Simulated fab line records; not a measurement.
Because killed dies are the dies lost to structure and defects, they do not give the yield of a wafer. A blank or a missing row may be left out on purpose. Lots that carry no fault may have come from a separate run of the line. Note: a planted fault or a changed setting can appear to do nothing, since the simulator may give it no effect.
Matching of chambers	flow n5-finfet	N5_BEOL_M0_SAQP_ETCH_107 on rie-diel-03: 4 sister chambers
The step etches SiNx in CH3F/O2, target depth 30 nm. 16 wafers are shown with their chamber, then 8 later ones without.

== EACH WAFER AND ITS CHAMBER ==
wafer	chamber	showerhead-plenum-p-Torr (Torr)	throttle-valve-pct (%)	oes_o_777_au (a.u.)
L074.1	0	1.90	16.55	0.70
L074.2	2	1.99	16.15	0.74
L074.3	3	1.92	16.51	0.76
L075.1	1	1.99	16.41	0.75
L075.3	0	1.90	16.55	0.70
L075.5	1	1.99	16.42	0.75
L079.1	2	1.99	16.19	0.73
L079.3	1	1.98	16.43	0.75
L079.5	1	1.98	16.44	0.74
L080.2	3	1.92	16.56	0.75
L080.3	1	1.98	16.45	0.74
L080.6	0	1.90	16.56	0.69
L086.1	2	1.98	16.20	0.72
L086.3	1	1.98	16.45	0.73
L086.4	3	1.91	16.55	0.73
L087.2	0	1.90	16.61	0.69

SIGNATURES, as means of the wafers listed above
reading	chamber 0	chamber 1	chamber 2	chamber 3	scatter within a chamber
showerhead-plenum-p-Torr	1.9000	1.9833	1.9867	1.9167	0.00471
throttle-valve-pct	16.5675	16.4333	16.1800	16.5400	0.0235
oes_o_777_au	0.6950	0.7433	0.7300	0.7467	0.00957
Rule: a wafer's distance from a chamber is the root of the sum, over the readings, of the square of ((its reading less the chamber's mean) divided by the reading's scatter). The wafer belongs to the nearest chamber; if the next one is less than 2 further off, it can't be placed. The scatter: the root of (the sum of the squares of (reading less its chamber's mean) over the shown wafers, divided by (wafers less chambers)).

== WAFERS WITHOUT THEIR CHAMBER ==
wafer	showerhead-plenum-p-Torr (Torr)	throttle-valve-pct (%)	oes_o_777_au (a.u.)
L087.3	1.98	16.18	0.72
L087.5	1.91	16.58	0.73
L095.1	1.97	16.49	0.72
L095.2	1.98	16.22	0.71
L095.4	1.97	16.49	0.72
L096.4	1.97	16.49	0.72
L096.5	1.98	16.23	0.71
L096.6	1.91	16.60	0.72

== CHAMBER TAKEN BY EACH ==
wafer	from the rows above	in truth
L087.3	2	2
L087.5	can't be placed: 3 or 0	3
L095.1	1	1
L095.2	2	2
L095.4	1	1
L096.4	1	1
L096.5	2	2
L096.6	can't be placed: 0 or 3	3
Placed correctly: 6 of 8. Unplaceable from these rows: 2, with the true chamber sitting among the candidates in 2. Placed wrongly: 0.
